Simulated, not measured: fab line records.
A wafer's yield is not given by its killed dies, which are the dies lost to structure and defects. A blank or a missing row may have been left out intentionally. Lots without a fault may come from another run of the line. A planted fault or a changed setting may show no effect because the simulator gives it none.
Chamber matching :: flow n5_finfet :: 4 sister chambers for N5_FIN_CUT_STRIP_22 on rie_diel-05
The step strips in N2/H2. 4 wafers are shown with their chamber, then 9 later ones without.

## WAFERS PAIRED WITH THEIR CHAMBERS
wafer: L087.4
chamber: 3
showerhead_plenum_p_Torr (Torr): 3.52

wafer: L087.6
chamber: 0
showerhead_plenum_p_Torr (Torr): 3.51

wafer: L088.4
chamber: 1
showerhead_plenum_p_Torr (Torr): 3.35

wafer: L088.6
chamber: 2
showerhead_plenum_p_Torr (Torr): 3.30

## WAFERS WITHOUT THEIR CHAMBER
wafer: L093.2
showerhead_plenum_p_Torr (Torr): 3.51

wafer: L093.3
showerhead_plenum_p_Torr (Torr): 3.30

wafer: L093.4
showerhead_plenum_p_Torr (Torr): 3.30

wafer: L095.1
showerhead_plenum_p_Torr (Torr): 3.35

wafer: L095.3
showerhead_plenum_p_Torr (Torr): 3.30

wafer: L095.6
showerhead_plenum_p_Torr (Torr): 3.51

wafer: L096.2
showerhead_plenum_p_Torr (Torr): 3.50

wafer: L096.4
showerhead_plenum_p_Torr (Torr): 3.50

wafer: L096.6
showerhead_plenum_p_Torr (Torr): 3.34

## THE CHAMBER EACH PASSED THROUGH
wafer: L093.2
from the rows above: can't be placed: 0 or 3
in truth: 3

wafer: L093.3
from the rows above: 2
in truth: 2

wafer: L093.4
from the rows above: 2
in truth: 2

wafer: L095.1
from the rows above: 1
in truth: 1

wafer: L095.3
from the rows above: 2
in truth: 2

wafer: L095.6
from the rows above: can't be placed: 0 or 3
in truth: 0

wafer: L096.2
from the rows above: can't be placed: 0 or 3
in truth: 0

wafer: L096.4
from the rows above: can't be placed: 0 or 3
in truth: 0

wafer: L096.6
from the rows above: 1
in truth: 1
Correct placement for 5 of the 9. Cannot be placed on the basis of these rows: 4; the candidates contain the true chamber in 4. Placed wrongly: 0.
How it was worked out, from the rows above alone: a wafer's distance from a chamber is the root of the sum, over the readings, of the square of ((its reading less the chamber's mean) divided by the reading's scatter). If the next closest chamber is less than 2 further off than the closest, the wafer can't be placed; otherwise it belongs to the closest. The mean given for a chamber averages the wafers shown for that chamber. The scatter: with one shown wafer a chamber, the root of the mean of the squares of how far each hidden wafer lies from its nearest shown one.
